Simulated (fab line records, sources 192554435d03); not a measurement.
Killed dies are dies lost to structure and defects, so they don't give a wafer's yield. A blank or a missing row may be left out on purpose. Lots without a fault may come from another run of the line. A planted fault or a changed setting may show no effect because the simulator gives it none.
Which tool did it? | flow n5_finfet | 12 lots, 36 wafers sampled, at 2 steps of a route of 1938

WHAT THE GAUGES READ, wafer by wafer
N5_BEOL_M7_CD_MEAS_35: target cd 40 nm.
lot  | measured     | on        | cd_nm (nm)
L075 | day 9 06:39  | cd_sem-02 | 39.4 40.9 39.6
L076 | day 9 12:38  | cd_sem-02 | 40.1 40.3 39.6
L079 | day 10 05:05 | cd_sem-02 | 39.7 39.0 40.0
L082 | day 10 19:06 | cd_sem-02 | 40.7 40.3 39.8
L083 | day 11 02:31 | cd_sem-03 | 40.4 39.8 40.2
L084 | day 11 04:41 | cd_sem-03 | 39.0 39.5 38.7
L089 | day 12 15:31 | cd_sem-03 | 40.3 39.6 39.7
L088 | day 13 03:15 | cd_sem-03 | 40.1 40.3 39.8
L090 | day 14 00:25 | cd_sem-02 | 40.3 40.9 40.6
L093 | day 15 05:23 | cd_sem-03 | 39.3 40.1 39.4
L094 | day 15 08:49 | cd_sem-03 | 40.3 40.9 39.5
L095 | day 16 19:41 | cd_sem-01 | 39.9 39.6 40.5

WHICH TOOL RAN EACH LOT (tool, then ch and the chambers of the sampled wafers, then the start)
lot  | N5_BEOL_M7_ETCH_65
L075 | rie_diel-04 ch 0,1,3, day 9 06:07
L076 | rie_diel-04 ch 0,1, day 9 12:06
L079 | rie_diel-02 ch 1,2,3, day 10 04:33
L082 | rie_diel-02 ch 1,3, day 10 18:34
L083 | rie_diel-02 ch 0,2,3, day 11 01:59
L084 | rie_diel-04 ch 0,3, day 11 04:09
L089 | rie_diel-02 ch 0,1,3, day 12 14:59
L088 | rie_diel-06 ch 0,1,2, day 13 02:43
L090 | rie_diel-06 ch 2,3, day 13 23:52
L093 | rie_diel-02 ch 0,2,3, day 15 04:52
L094 | rie_diel-04 ch 0,1, day 15 08:17
L095 | rie_diel-04 ch 1,3, day 16 19:10
- N5_BEOL_M7_ETCH_65: etches SiARC in CF4, target depth 15.6 nm, time 26 s.

THE ANSWER, worked out from the rows above alone
Rule: what is usual is taken from the lots themselves. Put in order of their means at a reading, lots are off if they are a third of the lots or fewer, leave a main group of 4 or more, and stand apart from it by a gap of 3 or more times the standard deviation of the main group's means; of several such gaps the widest counts. A main group whose means are all the same, to the digits that the tables above print for the reading, isn't used. A lot without any number at a reading at which 4 lots or more have one is off too. The other lots that the step has rows for count as sound.
No lot is off at any reading shown: from this, nothing can be told.

WHAT THE SIMULATOR HAD PUT IN
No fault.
